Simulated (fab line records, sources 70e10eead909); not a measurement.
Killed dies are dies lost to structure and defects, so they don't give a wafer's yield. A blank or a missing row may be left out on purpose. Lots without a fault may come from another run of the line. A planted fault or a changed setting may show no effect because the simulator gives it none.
A struck lot beside a sound one | flow nand_harc | 15 steps out of a route of 1159
Sound: wafers L755.1, L755.2, L755.3. Struck: wafers L747.2, L747.3, L747.4. The cause comes at the end.
At each step with rows: each side's tool, then ch and its chambers, then its first start. Under that, the readings that differ: sound wafers | struck wafers | difference of the means | sigmas: that difference in standard deviations of wafers without a fault.
alike: readings whose means differ by less than 2 such deviations, and words and numbers that are the same on both sides. not compared: withheld readings, readings that some wafer has no value for, bounds like >300 that may hide the same value, and numbers for which the record gives no deviation and whose values overlap.
The two part at a step that has a row with sigmas, a row that says differs or no value, or rows on one side only. Numbers that don't overlap but have no deviation are shown without sigmas and don't part them. A reading that every wafer of one side lacks parts them only if that side has two wafers or more.

first, 6 steps without rows for these wafers: NHARC_P_STI_COAT_03 (resist thk 600 nm); NHARC_P_STI_SOFTBAKE_04 (time 70 s); NHARC_P_STI_EBR_05; NHARC_P_STI_EXPOSE_06 (exposes mask P STI, target cd 200 nm); NHARC_P_STI_PEB_07 (peb time 80 s); NHARC_P_STI_DEVELOP_08 (time 50 s).
NHARC_P_STI_CD_MEAS_09: target cd 200 nm.
  sound on cd_sem-03 ch 0, day 7 12:00; struck on cd_sem-03 ch 0, day 5 12:55
  alike: cd_nm
NHARC_P_STI_OVL_MEAS_10:
  sound on overlay-01, day 7 12:05; struck on overlay-01, day 5 12:59
  alike: overlay_x_nm, overlay_y_nm
NHARC_P_STI_INSPECT_11:
  sound on defect_inspect-01, day 7 12:07; struck on defect_inspect-01, day 5 13:02
  alike: raw_defect_count
then, 1 step without rows for these wafers: NHARC_P_STI_HARDBAKE_13 (time 65 s).
NHARC_P_STI_DESCUM_14: chemistry O2, time 3 s.
  sound on rie_diel-10 ch 1,2,3, day 7 12:16; struck on rie_diel-11 ch 0,2,3, day 5 13:10
  alike: drypump_motor_current_A, mfc_ar_sccm, oes_product_au, rf_vpp_V, showerhead_plenum_p_Torr, throttle_valve_pct
  not compared: rf_hours_counter_h
NHARC_P_STI_ETCH_42: etches the open film in N2/H2, target depth 80 nm, overetch 24 nm, time 61 s.
  sound on rie_diel-10 ch 0,1,2, day 7 12:20; struck on rie_diel-11 ch 0,2,3, day 5 13:15
  alike: bias_w, chamber_pressure_mTorr, drypump_motor_current_A, mfc_ar_sccm, oes_product_au, rf_vpp_V, showerhead_plenum_p_Torr, throttle_valve_pct
  not compared: rf_hours_counter_h
NHARC_P_STI_ETCH_31: etches the open film in CF4/CHF3, target depth 108.9 nm, time 54.5 s.
  sound on rie_diel-10 ch 1,2,3, day 7 12:26; struck on rie_diel-11 ch 0,2,3, day 5 13:20
  no value came back on the struck wafers for any of 9 readings (bias_w (W), cf4_flow_sccm (sccm) and others); on the sound wafers bias_w (W) reads 200.2 200.1 201.3
NHARC_P_STI_ETCH_15: etches the open film in HBr/Cl2, target depth 300 nm, time 100.1 s.
  sound on rie_si-05 ch 0,1,3, day 7 12:32; struck on rie_si-02 ch 1,2,3, day 5 13:26
  alike: bias_w, chamber_pressure_mTorr, drypump_motor_current_A, oes_product_au, throttle_valve_pct
  not compared: rf_hours_counter_h
-- the record jumps here: 17 days lie between the struck wafers' starts before and after (it left off in module P_STI and takes up again in module END, whose first step shown is number 1159 of the route) --
NHARC_END_SORT_01:
  the record has rows for the struck wafers here (prober-02 ch 0, day 22 02:52) and none for the sound ones

WHERE THEY PART
First at NHARC_P_STI_ETCH_31; last, within this record, at NHARC_END_SORT_01.

WHY: what the simulator had put in
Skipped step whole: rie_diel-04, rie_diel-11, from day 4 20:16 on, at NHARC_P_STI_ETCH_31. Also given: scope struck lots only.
